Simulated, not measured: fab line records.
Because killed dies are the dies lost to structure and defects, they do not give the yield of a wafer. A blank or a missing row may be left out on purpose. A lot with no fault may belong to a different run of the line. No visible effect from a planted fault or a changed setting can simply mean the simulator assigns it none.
fab line records :: flow n5Finfet
record:
  lots: 4
  wafers: 12
  lastDay: 18
route steps=1938 shown BEOL_M4@1099 BEOL_M5@1112 MIM_TOP@1834 PASSIVATION@1936
lots untouched by any fault: they come from a run of this same line in which no faults occurred
startH: hours from the record's first day to the start of the lot's first wafer shown :: waitH: hours from the lot's prior step to this one :: " the same as in the row above :: L1.1+2: a single row standing in for several wafers :: - either no value or no given start :: * or withheld: withheld :: < > ~ a bound
route shown NAME@n: names a module that has steps shown in the file, with the first one's number in the route :: usual: mean/standard deviation taken from wafers without a fault :: same: alike in all rows :: chamber/n: place in a boat :: sites: each site's reading :: _std_site: the standard deviation of these :: _edge_site: mean of outer sites minus mean of inner sites :: radiusMm: how far each site lies from the wafer's centre :: mask NAME#n: copy n :: behind: the last tool/chamber to shape the wafer :: hold: why the lot went on hold/how many hours it stayed there/how the hold came to an end :: device: transistor that didn't switch, given as n, p or np :: end of line: the route-end tests of the same wafers :: a step without rows: its recipe alone :: killed: the dies lost at the first sort to structure and to defects; this is not the yield of the wafer :: map: the dies of a wafer, with x for killed, . for not killed, _ for no die there
set.NAME: the run value of the setting; set.NAME@STEP: its run value at that earlier step :: model.NAME: the simulator's own value behind a step, which no gauge read
lots at some steps of the route; a table a step, a row a wafer
services: a tool's chamber out of use, with start hour (startH, from the record's first day; less than 0 if before it), hours out, and reason
== steps ==
step: N5_BEOL_M4_ANNEAL_95
recipe:
  tempC: 400
  timeS: 240
  ambient: vacuum
step: N5_BEOL_M4_SPUTTER_96
recipe:
  material: Cu
  targetThkA: 45
  tempC: -20
  chamberPressurePa: 0.07
  powerW: withheld
  timeS: 8.29
step: N5_BEOL_M4_ECD_50
recipe:
  material: Cu
  targetThkA: 3000
step: N5_BEOL_M4_ANNEAL_51
recipe:
  tempC: 225
  timeS: 90
  ambient: N2
step: N5_BEOL_M4_CMP_52
recipe:
  stopOn: SiOC
  tOverpolishS: 6.8
  downForcePsi: 1
  platenRpm: 50
  clearingPlatenDownForcePsi: 1.5
  clearingPlatenRpm: 50
  postCmpClean: cuAlkaline
  targetThkNm: 40
  clearingPlatenPadVelocityMS: 0.99484
  padVelocityMS: 0.99484
step: N5_BEOL_M4_PRE_CLEAN_60
recipe:
  gas: NH3/H2
  timeS: 15
  tempC: *
  rfPowerW: 300
step: N5_BEOL_M4_CO_CAP_55
recipe:
  material: Co
  targetThkA: 20
  tempC: 200
  precursor: CCTBA/H2
  pressureTorr: 30
  timeS: 102.1
step: N5_BEOL_M4_PRE_CLEAN_56
recipe:
  gas: NH3
  timeS: 15
  tempC: withheld
  rfPowerW: 300
step: N5_BEOL_M4_DEP_57
recipe:
  material: SiCN
  targetThkA: 80
  tempC: withheld
  precursor: 3MS/NH3
  pressureTorr: 3
  rfW: 202
  timeS: 14
step: N5_BEOL_M4_RC_MEAS_101
usual:
  DIBL_N: 35.7/1.5
  DIBL_P: 35.7/2
  IOFF_N: 0.155/0.026
  IOFF_P: 0.20/0.031
  ION_N: 675/11
  ION_P: 462/7.1
  SS_N: 71.3/0.57
  SS_P: 73.1/0.56
  VT_N: 250/3
  VT_P: -251/3
lot.wafer: L876.2
tool: prober-02
chamber: 0
startH: 194.28
waitH: 0.2
DIBL_N[mV/V]: 37.2
DIBL_P[mV/V]: 37.7
IOFF_N[nA/um]: 0.195
IOFF_P[nA/um]: 0.27
ION_N[uA/um]: 681
ION_P[uA/um]: 474
SS_N[mV/dec]: 72.1
SS_P[mV/dec]: 72.8
VT_N[mV]: 244
VT_P[mV]: -245

lot.wafer: L876.4
tool: prober-02
chamber: 0
startH: 194.28
waitH: 0.2
DIBL_N[mV/V]: 34.4
DIBL_P[mV/V]: 34.7
IOFF_N[nA/um]: 0.139
IOFF_P[nA/um]: 0.21
ION_N[uA/um]: 663
ION_P[uA/um]: 460
SS_N[mV/dec]: 71.3
SS_P[mV/dec]: 73.1
VT_N[mV]: 253
VT_P[mV]: -249

lot.wafer: L876.5
tool: prober-02
chamber: 0
startH: 194.28
waitH: 0.2
DIBL_N[mV/V]: 34.9
DIBL_P[mV/V]: 34.9
IOFF_N[nA/um]: 0.153
IOFF_P[nA/um]: 0.22
ION_N[uA/um]: 680
ION_P[uA/um]: 469
SS_N[mV/dec]: 71.1
SS_P[mV/dec]: 72.8
VT_N[mV]: 249
VT_P[mV]: -247

lot.wafer: L882.2
tool: prober-01
chamber: 0
startH: 225.72
waitH: 0.8
DIBL_N[mV/V]: 35.2
DIBL_P[mV/V]: 33.7
IOFF_N[nA/um]: 0.131
IOFF_P[nA/um]: 0.19
ION_N[uA/um]: 677
ION_P[uA/um]: 467
SS_N[mV/dec]: 71.1
SS_P[mV/dec]: 72.4
VT_N[mV]: 252
VT_P[mV]: -248

lot.wafer: L882.4
tool: prober-01
chamber: 0
startH: 225.72
waitH: 0.8
DIBL_N[mV/V]: 36.8
DIBL_P[mV/V]: 35.0
IOFF_N[nA/um]: 0.141
IOFF_P[nA/um]: 0.21
ION_N[uA/um]: 660
ION_P[uA/um]: 453
SS_N[mV/dec]: 71.5
SS_P[mV/dec]: 72.8
VT_N[mV]: 254
VT_P[mV]: -248

lot.wafer: L882.6
tool: prober-01
chamber: 0
startH: 225.72
waitH: 0.8
DIBL_N[mV/V]: 35.2
DIBL_P[mV/V]: 34.1
IOFF_N[nA/um]: 0.121
IOFF_P[nA/um]: 0.20
ION_N[uA/um]: 657
ION_P[uA/um]: 457
SS_N[mV/dec]: 71.1
SS_P[mV/dec]: 72.2
VT_N[mV]: 256
VT_P[mV]: -251

lot.wafer: L884.1
tool: prober-01
chamber: 0
startH: 232.30
waitH: 0.0
DIBL_N[mV/V]: 36.0
DIBL_P[mV/V]: 35.8
IOFF_N[nA/um]: 0.142
IOFF_P[nA/um]: 0.18
ION_N[uA/um]: 674
ION_P[uA/um]: 460
SS_N[mV/dec]: 71.3
SS_P[mV/dec]: 73.3
VT_N[mV]: 252
VT_P[mV]: -256

lot.wafer: L884.4
tool: prober-01
chamber: 0
startH: 232.30
waitH: 0.0
DIBL_N[mV/V]: 36.2
DIBL_P[mV/V]: 37.0
IOFF_N[nA/um]: 0.152
IOFF_P[nA/um]: 0.18
ION_N[uA/um]: 675
ION_P[uA/um]: 461
SS_N[mV/dec]: 71.4
SS_P[mV/dec]: 74.2
VT_N[mV]: 251
VT_P[mV]: -254

lot.wafer: L884.6
tool: prober-01
chamber: 0
startH: 232.30
waitH: 0.0
DIBL_N[mV/V]: 34.4
DIBL_P[mV/V]: 34.1
IOFF_N[nA/um]: 0.125
IOFF_P[nA/um]: 0.15
ION_N[uA/um]: 670
ION_P[uA/um]: 463
SS_N[mV/dec]: 70.6
SS_P[mV/dec]: 72.5
VT_N[mV]: 252
VT_P[mV]: -255

lot.wafer: L896.1
tool: prober-01
chamber: 0
startH: 311.54
waitH: 0.0
DIBL_N[mV/V]: 35.2
DIBL_P[mV/V]: 36.7
IOFF_N[nA/um]: 0.138
IOFF_P[nA/um]: 0.18
ION_N[uA/um]: 667
ION_P[uA/um]: 453
SS_N[mV/dec]: 70.6
SS_P[mV/dec]: 72.6
VT_N[mV]: 251
VT_P[mV]: -255

lot.wafer: L896.3
tool: prober-01
chamber: 0
startH: 311.54
waitH: 0.0
DIBL_N[mV/V]: 36.4
DIBL_P[mV/V]: 37.6
IOFF_N[nA/um]: 0.163
IOFF_P[nA/um]: 0.20
ION_N[uA/um]: 668
ION_P[uA/um]: 456
SS_N[mV/dec]: 71.3
SS_P[mV/dec]: 72.7
VT_N[mV]: 248
VT_P[mV]: -251

lot.wafer: L896.4
tool: prober-01
chamber: 0
startH: 311.54
waitH: 0.0
DIBL_N[mV/V]: 36.4
DIBL_P[mV/V]: 38.7
IOFF_N[nA/um]: 0.166
IOFF_P[nA/um]: 0.21
ION_N[uA/um]: 689
ION_P[uA/um]: 468
SS_N[mV/dec]: 71.1
SS_P[mV/dec]: 73.5
VT_N[mV]: 246
VT_P[mV]: -253
step: N5_BEOL_M5_ILD_DEP_00
recipe:
  material: SiCOH_lowk
  targetThkA: 1406.4
  tempC: 300
  precursor: DEMS/porogen
  pressureTorr: 5
  rfW: 500
  timeS: 25.9
step: N5_BEOL_M5_CURE_79
recipe:
  tempC: 385
  timeS: 240
  ambient: He/Ar
  material: SiCOH_lowk
step: N5_BEOL_M5_PECVD_70
recipe:
  material: SiO2
  targetThkA: 160
  tempC: 400
  precursor: TEOS/O2
  pressureTorr: 5.5
  rfW: 450
  teosFlowSccm: 53.8
  gas: O2
  flowSccm: 3000
  timeS: 18
step: N5_BEOL_M5_HM_DEP_02
recipe:
  material: TiN
  targetThkA: 200
  tempC: 25
  chamberPressurePa: 0.49996
step: N5_BEOL_M5_COAT_59
recipe:
  resist: SOC
  tempC: 250
  timeS: 60
  spinRpm: 1500
  resistThkNm: 60
step: N5_BEOL_M5_COAT_60
recipe:
  resist: SiARC
  tempC: 220
  timeS: 60
  spinRpm: 1500
  resistThkNm: 12
step: N5_BEOL_M5_COAT_71
recipe:
  resist: underlayer
  tempC: 205
  timeS: 60
  spinRpm: 1500
  resistThkNm: 5
step: N5_BEOL_M5_COAT_05
recipe:
  resist: CAR-EUV
  spinRpm: 1500
  resistThkNm: 30
step: N5_BEOL_M5_EBR_07
recipe:
  solvent: PGMEA
  ebrWidthMm: 1.5
step: N5_BEOL_M5_SOFTBAKE_06
recipe:
  tempC: 110
  timeS: 60
  resist: CAR-EUV
step: N5_BEOL_M5_EXPOSE_08
recipe:
  maskId: M5
  na: 0.33
  sourceShape: annular
  sigmaInner: 0.4
  sigmaOuter: 0.8
  polarization: unpolarized
  targetCdNm: 28
  doseMj: 35.75
step: N5_BEOL_M5_PEB_09
recipe:
  pebTempC: 100
  pebTimeS: 60
  resist: CAR-EUV
step: N5_BEOL_M5_DEVELOP_10
recipe:
  developTimeS: 30
  developer: TMAH
  resist: CAR-EUV
  rinseLiquid: surfactantRinse
  dry: airSpin
  devTempC: 23
step: N5_BEOL_M5_DESCUM_16
recipe:
  chemistry: O2
  timeS: 7
  sourcePowerW: 50
  biasPowerW: 20
  pressureMtorr: 20
  rfFrequencyHz: 2.712e+07
  tempC: 40
  resist: CAR-EUV
  o2FlowSccm: 225
step: N5_BEOL_M5_ETCH_72
recipe:
  chemistry: N2/H2
  target: underlayer
  targetDepthA: 65
  maskMaterial: CAR-EUV
  timeS: 5.2
  ionEnergyEv: 200
  pressureMtorr: 30
  sourceW: 840
  biasW: 150
  n2FlowSccm: 200
  h2FlowSccm: 200
  ends: cleared
step: N5_BEOL_M5_ETCH_61
recipe:
  chemistry: CF4
  target: SiARC
  targetDepthA: 156
  maskMaterial: CAR-EUV
  timeS: 26
  ionEnergyEv: 80
  pressureMtorr: 40
  sourceW: 545
  biasW: 36
  Ar_flow_sccm: 100
  cf4FlowSccm: 100
  ends: cleared
step: N5_BEOL_M5_ETCH_62
recipe:
  chemistry: N2/H2
  target: SOC
  targetDepthA: 750
  overetchA: 150
  maskMaterial: SiARC
  tempC: 40
  timeS: 112.5
  ionEnergyEv: 200
  pressureMtorr: 30
  sourceW: 840
  biasW: 150
  n2FlowSccm: 200
  h2FlowSccm: 200
step: N5_BEOL_M5_STRIP_63
recipe:
  chemistry: N2/H2
  tempC: 40
  n2FlowSccm: 200
  h2FlowSccm: 200
  rfFrequencyHz: 6e+07
step: N5_BEOL_M5_STRIP_73
recipe:
  chemistry: N2/H2
  tempC: 40
  n2FlowSccm: 200
  h2FlowSccm: 200
  rfFrequencyHz: 6e+07
step: N5_BEOL_M5_STRIP_64
recipe:
  chemistry: CF4
  resist: SiARC
  powerW: 300
  biasPowerW: 75
  pressureMtorr: 50
  cf4FlowSccm: 150
  rfFrequencyHz: 6e+07
step: N5_BEOL_M5_HM_OPEN_17
recipe:
  chemistry: Cl2/BCl3
  targetDepthA: 200
  overetchA: 60
  target: TiN
  maskMaterial: SOC
  ionEnergyEv: 150
  pressureMtorr: 10
  icpW: 1000
  biasW: 126
  Cl2_flow_sccm: 53.25
  bcl3FlowSccm: 21.75
  Ar_flow_sccm: 25
step: N5_BEOL_M5_STRIP_19
recipe:
  chemistry: O2
  powerW: 400
  tempC: 40
  pressureMtorr: 30
  rfFrequencyHz: 6e+07
  biasPowerW: 0
  overashFraction: 0.2
  o2FlowSccm: 225
step: N5_BEOL_M5_COAT_65
recipe:
  resist: SOC
  tempC: 250
  timeS: 60
  spinRpm: 1500
  resistThkNm: 60
step: N5_BEOL_M5_COAT_66
recipe:
  resist: SiARC
  tempC: 220
  timeS: 60
  spinRpm: 1500
  resistThkNm: 12
step: N5_MIM_TOP_ALD_00
recipe:
  material: Al2O3
  targetThkA: *
  tempC: withheld
  aldPrecursorFamily: TMA
  aldCoReactant: O3
  pulseTimeS: withheld
  purgeTimeS: 3
  coReactantPurgeTimeS: withheld
  coReactantPulseTimeS: 3
  aldCycles: withheld
usual:
  precursorPulseHeightRel: 1.000/0.02
lot.wafer: L876.2
tool: aldHk-01
chamber: 2
startH: 285.84
waitH: 0.1
precursorPulseHeightRel: 0.985

lot.wafer: L876.4
tool: aldHk-01
chamber: 3
startH: 285.84
waitH: 0.1
precursorPulseHeightRel: 1.016

lot.wafer: L876.5
tool: aldHk-01
chamber: 3
startH: 285.84
waitH: 0.1
precursorPulseHeightRel: 1.003

lot.wafer: L882.2
tool: aldHk-02
chamber: 0
startH: 318.69
waitH: 0.1
precursorPulseHeightRel: -

lot.wafer: L882.4
tool: aldHk-02
chamber: 2
startH: 318.69
waitH: 0.1
precursorPulseHeightRel: -

lot.wafer: L882.6
tool: aldHk-02
chamber: 1
startH: 318.69
waitH: 0.1
precursorPulseHeightRel: -

lot.wafer: L884.1
tool: aldHk-02
chamber: 1
startH: 324.11
waitH: 0.1
precursorPulseHeightRel: -

lot.wafer: L884.4
tool: aldHk-02
chamber: 2
startH: 324.11
waitH: 0.1
precursorPulseHeightRel: -

lot.wafer: L884.6
tool: aldHk-02
chamber: 1
startH: 324.11
waitH: 0.1
precursorPulseHeightRel: -

lot.wafer: L896.1
tool: aldHk-01
chamber: 2
startH: 411.63
waitH: 0.1
precursorPulseHeightRel: 1.007

lot.wafer: L896.3
tool: aldHk-01
chamber: 3
startH: 411.63
waitH: 0.1
precursorPulseHeightRel: 0.975

lot.wafer: L896.4
tool: aldHk-01
chamber: 0
startH: 411.63
waitH: 0.1
precursorPulseHeightRel: 1.019
step: N5_PASSIVATION_PROBE_49
usual:
  defectLimitedYield: 91.4/1.5
  killed_at_M0_to_M3: 34/10
  killed_at_M4_up: 15/6
  killedAtContacts: 12/6
  killedAtFrontEnd: 37/11
  killedAtOther: 3.3/2.8
  killedDies: 101/18
  killedOpen: 66/14
  killedShort: 33/7.8
  sort_bin_5_function: 5.0/0.97
  sort_bin_6_memory: 3.2/0.72
  sortNPass: 1079/18
  sortYieldPct: 91.4/1.5
same:
  grossDies: 1180
  killedAtBackSide: 0
  sort_bin_4_leakage[%]: 0
  sort_bin_8_speed[%]: 0
lot.wafer: L882.2
tool: prober-01
chamber: -
startH: 330.33
waitH: 0.1
defectLimitedYield[%]: 86.2
killed_at_M0_to_M3: 41
killed_at_M4_up: 15
killedAtContacts: 8
killedAtFrontEnd: 50
killedAtOther: 49
killedDies: 163
killedOpen: 75
killedShort: 42
sort_bin_5_function[%]: 10.7
sort_bin_6_memory[%]: 2.9
sortNPass: 1017
sortYieldPct[%]: 86.2

lot.wafer: L882.4
tool: prober-01
chamber: -
startH: 330.43
waitH: 0.2
defectLimitedYield[%]: 85.3
killed_at_M0_to_M3: 39
killed_at_M4_up: 26
killedAtContacts: 5
killedAtFrontEnd: 49
killedAtOther: 54
killedDies: 173
killedOpen: 95
killedShort: 27
sort_bin_5_function[%]: 10.3
sort_bin_6_memory[%]: 4.2
sortNPass: 1007
sortYieldPct[%]: 85.3

lot.wafer: L882.6
tool: prober-01
chamber: -
startH: 330.53
waitH: 0.3
defectLimitedYield[%]: 86.2
killed_at_M0_to_M3: 21
killed_at_M4_up: 23
killedAtContacts: 4
killedAtFrontEnd: 60
killedAtOther: 55
killedDies: 163
killedOpen: 76
killedShort: 35
sort_bin_5_function[%]: 10.0
sort_bin_6_memory[%]: 3.6
sortNPass: 1017
sortYieldPct[%]: 86.2

lot.wafer: L884.1
tool: prober-01
chamber: -
startH: 333.87
waitH: 0.0
defectLimitedYield[%]: 89.7
killed_at_M0_to_M3: 33
killed_at_M4_up: 8
killedAtContacts: 10
killedAtFrontEnd: 15
killedAtOther: 56
killedDies: 122
killedOpen: 40
killedShort: 27
sort_bin_5_function[%]: 8.4
sort_bin_6_memory[%]: 1.9
sortNPass: 1058
sortYieldPct[%]: 89.7

lot.wafer: L884.4
tool: prober-01
chamber: -
startH: 334.02
waitH: 0.2
defectLimitedYield[%]: 89.1
killed_at_M0_to_M3: 27
killed_at_M4_up: 9
killedAtContacts: 12
killedAtFrontEnd: 21
killedAtOther: 60
killedDies: 129
killedOpen: 41
killedShort: 20
sort_bin_5_function[%]: 8.4
sort_bin_6_memory[%]: 1.6
sortNPass: 1051
sortYieldPct[%]: 89.1

lot.wafer: L884.6
tool: prober-01
chamber: -
startH: 334.12
waitH: 0.3
defectLimitedYield[%]: 88.8
killed_at_M0_to_M3: 41
killed_at_M4_up: 4
killedAtContacts: 8
killedAtFrontEnd: 22
killedAtOther: 57
killedDies: 132
killedOpen: 47
killedShort: 28
sort_bin_5_function[%]: 9.2
sort_bin_6_memory[%]: 1.8
sortNPass: 1048
sortYieldPct[%]: 88.8
killed by level:class
L882.2 MIM_TOP:areaAld=46 FIN_SAQP:geometricParticle:open=13 BEOL_M2:geometricParticle:open=11 FIN_SAQP:geometricParticle:short=10 DUMMY_GATE:geometricParticle:open=10 BEOL_M0_SAQP:geometricParticle:open=9 BEOL_M3:geometricParticle:open=7 BEOL_M0_SAQP:geometricParticle:short=6
L882.4 MIM_TOP:areaAld=51 FIN_SAQP:geometricParticle:open=17 BEOL_M0_SAQP:geometricParticle:open=13 BEOL_M4:geometricParticle:open=13 STI_FIN_REVEAL:geometricParticle:open=10 BEOL_M0_SAQP:geometricParticle:short=8 DUMMY_GATE:geometricParticle:open=7 BEOL_M2:geometricParticle:open=7
L882.6 MIM_TOP:areaAld=52 FIN_SAQP:geometricParticle:open=14 BEOL_M4:geometricParticle:open=10 DUMMY_GATE:geometricParticle:open=9 FIN_SAQP:geometricParticle:short=8 STI_FIN_REVEAL:geometricParticle:open=8 BEOL_M5:geometricParticle:open=7 BEOL_M2:geometricParticle:open=6
L884.1 MIM_TOP:areaAld=55 BEOL_M3:geometricParticle:open=13 MOL_CONTACT_COAG:geometricParticle:open=9 BEOL_M0_SAQP:geometricParticle:short=8 BEOL_M3:geometricParticle:short=5 DUMMY_GATE:geometricParticle:open=4 BEOL_M1:geometricParticle:open=4 STARTING-WAFER:geometricParticle:short=3
L884.4 MIM_TOP:areaAld=59 MOL_CONTACT_COAG:geometricParticle:open=10 BEOL_M3:geometricParticle:short=10 HKMG_FIN:areaEtch=9 BEOL_M3:geometricParticle:open=7 BEOL_M0_SAQP:geometricParticle:open=5 FIN_SAQP:geometricParticle:short=4 BEOL_M5:geometricParticle:open=4
L884.6 MIM_TOP:areaAld=57 BEOL_M3:geometricParticle:open=19 BEOL_M3:geometricParticle:short=8 MOL_CONTACT_COAG:geometricParticle:open=6 STARTING-WAFER:geometricParticle:short=6 BEOL_M0_SAQP:geometricParticle:short=5 BEOL_M1:geometricParticle:open=5 FIN_SAQP:geometricParticle:open=4
map L882.4 (x killed, . not)
_________________.x..........________________
______________........x.x......._____________
___________.......................x__________
__________x..x........xx.........x.._________
________......x..x..x................._______
_______............x............x......______
______.............x..x...x........x...._____
_____.x...........................x......____
____............x..xx.....................___
___...x.x.......x...x.x...................x__
___..x...............x....x..x...........xx__
__...x.......xx.........x..................._
__...................x......x..xx..........._
_.x.......x......x...xx....x......x..........
_.x........x..x........x.x...................
_.......x.x....x...x..xx........x.x........x.
_.......x..........x..x.x..xxx.x......x...x..
_.x..........xx.x.xx.x.x.x..x...xx.......x...
_........x...x....x...x..x..........x...x....
_...............xx..xxxx............x........
_.......x.x......x.....x...x....x..x..x...x..
__x...x........x...xxx...xx...x....x........_
__..........x...xx...x....xxx.........x...x._
___.......x.....x.x...xx.x..........x.x....__
___.............x.x..x....xx......x..x.....__
____....x......x...........x.x............___
_____............x....x.......x.x......x.____
______.....xx.........x...x.x....x......_____
_______...x.....xx.xx...x..........x...______
________...x.x...........x............_______
__________..................x......._________
___________...x....................__________
______________.................._____________
_________________x..........x________________
map L884.6 (x killed, . not)
_________________...........x________________
______________..............x..._____________
___________.x......................__________
__________...........x.............._________
________...x..........x..............._______
_______.................x......x.......______
______...x.......x.x...................._____
_____......x........x................x...____
____...................x..................___
___..........x....x..x...x.................__
___..x..........................x..........__
__.......................x.............x...._
__.............xxx......xx....x.......x....._
_.................xx....x..x..........x......
_.............x....x........x................
_..xx...............x.x..x...x...............
_.......x.x......xxx..xx..x....x.............
_.........................x........xx....x...
_x.x.......x......x...xx...x..x..x.x.........
_...........x....x..xxxx..x.....x.x.........x
_................x.......x.x..xx.............
__..x............x.x.......x......x.x......._
__..................x.x..x....x............._
___........x.....xx.....x................x.__
___...............x.x.x............x.......__
____.x.......xxx.....xx..xxx..............___
_____..............x..x....x....x........____
______x...........x.........x.x.x.....x._____
_______.x.................x............______
________......x.............x..x..x..._______
__________...x................x..x.x_________
___________...x...............x....__________
______________.................._____________
_________________............________________
== services ==
tool: aldHk-02
chamber: -
startH: 324.86
hours: 6.0
kind: pm

tool: aldHk-02
chamber: -
startH: 407.48
hours: 2.8
kind: pm
== key ==
firstSign:
  step: N5_MIM_TOP_ALD_00
  reading: toolRecord
  direction: missing
effect:
  step: N5_PASSIVATION_PROBE_49
  reading: killedAtOther
  direction: up
  sigmas: 19
  usual: 3.3
  struck: 55.2
moreKillsBornAt:
  N5_MIM_TOP_ALD_00@aldHk-02: 320
metAt N5_MIM_TOP_ALD_00
struckWafers L882.2,L882.4,L882.6,L884.1,L884.4,L884.6
onsetBetween 285.84 318.69
fault:
  kind: skippedStepWhole
  tool: aldHk-01,aldHk-02
  chamber: -
  onsetH: 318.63
  steps: N5_MIM_TOP_ALD_00
  scope: struckLotsOnly
